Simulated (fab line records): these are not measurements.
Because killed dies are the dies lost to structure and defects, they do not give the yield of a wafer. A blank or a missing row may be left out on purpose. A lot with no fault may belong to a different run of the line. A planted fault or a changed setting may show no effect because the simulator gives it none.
Which of the tools did it? | flow nand_harc | Sampling: 12 lots, 36 wafers, 5 of 1302 route steps

== WHAT THE GAUGES SHOWED, per wafer ==
NHARC_END_SORT_01. Usual: for defect_limited_yield, 90.8 % with a standard deviation of 2.2; for killed_at_array, 58 with a standard deviation of 15; for killed_at_other, 0.8 with a standard deviation of 1.2; for killed_at_periphery, 3.5 with a standard deviation of 2.5; for killed_dies, 62 with a standard deviation of 15; for killed_open, 3.2 with a standard deviation of 1.7; for killed_short, 2.4 with a standard deviation of 1.5.
lot  | measured     | on        | defect_limited_yield (%) | killed_at_array | killed_at_other | killed_at_periphery | killed_dies | killed_open | killed_short | flag
L452 | day 25 19:49 | prober-01 | 92.6 92.5 90.8           | 43 48 58        | 1 0 1           | 6 3 3               | 50 51 62    | 4 5 2       | 2 2 4        |
L462 | day 30 11:59 | prober-01 | 91.7 0 90.8              | 52 675 57       | 1 0 2           | 3 2 3               | 56 677 62   | 8 4 7       | 1 3 1        | OFF
L460 | day 30 12:04 | prober-02 | 94.2 0 95.1              | 36 671 25       | 0 0 0           | 3 6 8               | 39 677 33   | 3 3 3       | 4 3 3        | OFF

== WHICH TOOL RAN EACH LOT (tool, then ch and the chambers of the sampled wafers, then the start) ==
lot  | NHARC_A_BLC_PVD_32                      | NHARC_A_BLC_ALD_23                  | NHARC_A_M0_DESCUM_14               | NHARC_A_M0_ETCH_15
L447 | pvd_sputter-02, day 22 10:09 or earlier | ald_metal-02 ch 0,1, day 22 10:09   | rie_diel-05 ch 0,1, day 22 12:25   | rie_diel-05 ch 0,1, day 22 12:35
L448 | pvd_sputter-02, day 22 23:28 or earlier | ald_metal-04 ch 0,1,3, day 22 23:28 | rie_diel-05 ch 1,2, day 23 01:37   | rie_diel-05 ch 0,2,3, day 23 01:47
L450 | pvd_sputter-02, day 23 12:08 or earlier | ald_metal-02 ch 0,1, day 23 12:08   | rie_diel-05 ch 1,3, day 23 14:22   | rie_diel-05 ch 0,1,3, day 23 14:35
L452 | pvd_sputter-01, day 24 01:23 or earlier | ald_metal-02 ch 0,3, day 24 01:23   | rie_diel-05 ch 0,3, day 24 03:29   | rie_diel-05 ch 1,2,3, day 24 03:39
L451 | pvd_sputter-03, day 24 02:13 or earlier | ald_metal-04 ch 0,2,3, day 24 02:13 | rie_diel-06 ch 0,1,3, day 24 04:22 | rie_diel-06 ch 1,2, day 24 04:31
L459 | pvd_sputter-02, day 26 12:32 or earlier | ald_metal-01 ch 2,3, day 26 12:32   | rie_diel-05 ch 1,2, day 26 14:44   | rie_diel-05 ch 0,2,3, day 26 14:55
L462 | pvd_sputter-03, day 28 18:58 or earlier | ald_metal-01 ch 2,3, day 28 18:58   | rie_diel-05 ch 0,1,3, day 28 21:10 | rie_diel-05 ch 0,1,2, day 28 21:20
L460 | pvd_sputter-03, day 28 21:50 or earlier | ald_metal-01 ch 0,1,3, day 28 21:50 | rie_diel-05 ch 0,1,2, day 29 00:04 | rie_diel-05 ch 0,2,3, day 29 00:14
L465 | pvd_sputter-01, day 30 13:35 or earlier | ald_metal-04 ch 1,2, day 30 13:35   | rie_diel-13 ch 0,3, day 30 15:40   | rie_diel-13 ch 0,3, day 30 15:51
L467 | pvd_sputter-03, day 30 19:36 or earlier | ald_metal-01 ch 0,3, day 30 19:36   | rie_diel-06 ch 2,3, day 30 21:41   | rie_diel-06 ch 1,2,3, day 30 21:52
L470 | pvd_sputter-02, day 32 01:50 or earlier | ald_metal-01 ch 0,1,3, day 32 01:50 | rie_diel-06 ch 2,3, day 32 04:04   | rie_diel-06 ch 0,1,3, day 32 04:14
L469 | pvd_sputter-01, day 33 13:08 or earlier | ald_metal-04 ch 0,1, day 33 13:08   | rie_diel-13 ch 1,2, day 33 15:22   | rie_diel-13 ch 0,1,2, day 33 15:33
- NHARC_A_BLC_PVD_32: deposits Ti, target thk 5 nm, time 17.7 s.
- NHARC_A_BLC_ALD_23: deposits TiN, target thk 3 nm, pulse time 1 s, ald cycles 150.
- NHARC_A_M0_DESCUM_14: chemistry O2, time 3 s.
- NHARC_A_M0_ETCH_15: etches the open film in C4F8/Ar, target depth 150 nm, overetch 15 nm, time 82.5 s.

== AS READ BY THE TOOLS THEMSELVES (means over the sampled wafers that have a number; for cases with no such wafer, the mark the record gives instead) ==
NHARC_A_BLC_PVD_32. Usual: throttle_valve_pct 30.6 %, standard deviation 0.96.
lot  | tool           | throttle_valve_pct (%) | flag
L447 | pvd_sputter-02 | 30.4                   |
L448 | pvd_sputter-02 | 30.3                   |
L450 | pvd_sputter-02 | 30.3                   |
L452 | pvd_sputter-01 | 29.7                   |
L451 | pvd_sputter-03 | 31.4                   |
L459 | pvd_sputter-02 | 30.5                   |
L462 | pvd_sputter-03 | 31.9                   |
L460 | pvd_sputter-03 | 31.6                   |
L465 | pvd_sputter-01 | 29.5                   |
L467 | pvd_sputter-03 | 31.4                   |
L470 | pvd_sputter-02 | 31.5                   |
L469 | pvd_sputter-01 | 29.3                   |

NHARC_A_BLC_ALD_23. Usual: heater_power_w 1059 W, standard deviation 99; precursor_pulse_height_rel 0.999, standard deviation 0.021.
lot  | tool         | heater_power_w (W) | precursor_pulse_height_rel | flag
L447 | ald_metal-02 | 1026               | 0.997                      |
L448 | ald_metal-04 | 1059               | 1.013                      |
L450 | ald_metal-02 | 1005               | 1.006                      |
L452 | ald_metal-02 | 1004               | 1.010                      |
L451 | ald_metal-04 | 1032               | 1.011                      |
L459 | ald_metal-01 | 1095               | 0.999                      |
L462 | ald_metal-01 | 1106               | 0.993                      |
L460 | ald_metal-01 | 1068               | 1.011                      |
L465 | ald_metal-04 | 1123               | 0.991                      |
L467 | ald_metal-01 | 1165               | 0.998                      |
L470 | ald_metal-01 | 1105               | 0.984                      |
L469 | ald_metal-04 | 1171               | 1.009                      |

NHARC_A_M0_DESCUM_14. Usual: drypump_motor_current_A 5.7 A, standard deviation 0.49; mfc_ar_sccm 0.009 sccm, standard deviation 0.011; oes_product_au 0.997 a.u., standard deviation 0.0072; rf_vpp_V 57.5 V, standard deviation 0.9; showerhead_plenum_p_Torr 1.87 Torr, standard deviation 0.079; throttle_valve_pct 11.311 %, standard deviation 0.0097.
lot  | tool        | drypump_motor_current_A (A) | mfc_ar_sccm (sccm) | oes_product_au (a.u.) | rf_vpp_V (V) | showerhead_plenum_p_Torr (Torr) | throttle_valve_pct (%) | flag
L447 | rie_diel-05 | 6.0                         | 0.002              | 0.987                 | 57.7         | 1.88                            | 11.319                 |
L448 | rie_diel-05 | 6.2                         | 0.004              | 0.997                 | 58.1         | 1.83                            | 11.314                 |
L450 | rie_diel-05 | 5.5                         | 0.000              | 0.992                 | 57.5         | 1.87                            | 11.308                 |
L452 | rie_diel-05 | 5.5                         | 0.005              | 0.991                 | 57.2         | 1.98                            | 11.310                 |
L451 | rie_diel-06 | 5.8                         | 0.015              | 0.992                 | 56.6         | 1.80                            | 11.321                 |
L459 | rie_diel-05 | 6.1                         | 0.004              | 1.003                 | 57.4         | 1.83                            | 11.305                 |
L462 | rie_diel-05 | 5.7                         | 0.002              | 1.001                 | 57.5         | 1.91                            | 11.314                 |
L460 | rie_diel-05 | 6.0                         | 0.004              | 1.000                 | 58.0         | 1.89                            | 11.301                 |
L465 | rie_diel-13 | 5.5                         | 0.018              | 1.004                 | 57.6         | 1.81                            | 11.313                 |
L467 | rie_diel-06 | 5.3                         | 0.017              | 1.000                 | 56.9         | 1.84                            | 11.305                 |
L470 | rie_diel-06 | 5.3                         | 0.017              | 0.995                 | 57.1         | 1.83                            | 11.299                 |
L469 | rie_diel-13 | 5.1                         | 0.034              | 0.999                 | 58.0         | 1.86                            | 11.303                 |

NHARC_A_M0_ETCH_15. Usual: oes_product_au 0.956 a.u., standard deviation 0.021; rf_vpp_V 439.3 V, standard deviation 2.7; run_length_s 103.9 s, standard deviation 0.38.
lot  | tool        | oes_product_au (a.u.) | rf_vpp_V (V) | run_length_s (s) | flag
L447 | rie_diel-05 | 0.917                 | 439.5        | 103.7            |
L448 | rie_diel-05 | 0.922                 | 440.4        | 104.1            |
L450 | rie_diel-05 | 0.939                 | 441.6        | 103.8            |
L452 | rie_diel-05 | 0.922                 | 440.0        | 103.9            |
L451 | rie_diel-06 | 0.928                 | 439.3        | 103.6            |
L459 | rie_diel-05 | 0.972                 | 441.0        | 103.9            |
L462 | rie_diel-05 | 0.956                 | 440.0        | 99.7             | OFF
L460 | rie_diel-05 | 0.968                 | 441.0        | 99.6             | OFF
L465 | rie_diel-13 | 0.973                 | 436.9        | 104.2            |
L467 | rie_diel-06 | 0.970                 | 437.5        | 103.9            |
L470 | rie_diel-06 | 0.957                 | 436.6        | 103.8            |
L469 | rie_diel-13 | 0.958                 | 438.8        | 104.4            |

== THE ANSWER, worked out from the rows above alone ==
Rule: lot off if the mean of its wafers having a number is beyond 3 standard deviations from the usual mean. Also off: a lot with no number at a reading for which 4 or more lots have one. The other lots that the step has rows for count as sound. Order of review: gauges by route order, followed by the tools' own readings, for which a lot's mean as printed above is used. At the first step where some lot is off, the reading lying furthest off is the one used; lots without a number count as furthest.
Off, at NHARC_END_SORT_01 on defect_limited_yield: L462, L460. Neither off nor sound, because the step has no rows for them: L447, L448, L450, L451, L459, L465, L467, L470, L469.
A tool fits if, at a process step before that reading, it ran every lot that is off, and no sound lot after the first of them. The gauges at NHARC_END_SORT_01 aren't tried: what is off there is off at NHARC_A_M0_ETCH_15 too, on other tools, and a gauge's error can't cause that. NHARC_A_BLC_PVD_32 gives no start for some lots, so the hours and the order of its lots are those of NHARC_A_BLC_ALD_23. Can't be told from this: 3 tools fit, pvd_sputter-03 at NHARC_A_BLC_PVD_32, ald_metal-01 at NHARC_A_BLC_ALD_23, rie_diel-05 at NHARC_A_M0_DESCUM_14 and NHARC_A_M0_ETCH_15.

== WHAT THE SIMULATOR HAD INSERTED ==
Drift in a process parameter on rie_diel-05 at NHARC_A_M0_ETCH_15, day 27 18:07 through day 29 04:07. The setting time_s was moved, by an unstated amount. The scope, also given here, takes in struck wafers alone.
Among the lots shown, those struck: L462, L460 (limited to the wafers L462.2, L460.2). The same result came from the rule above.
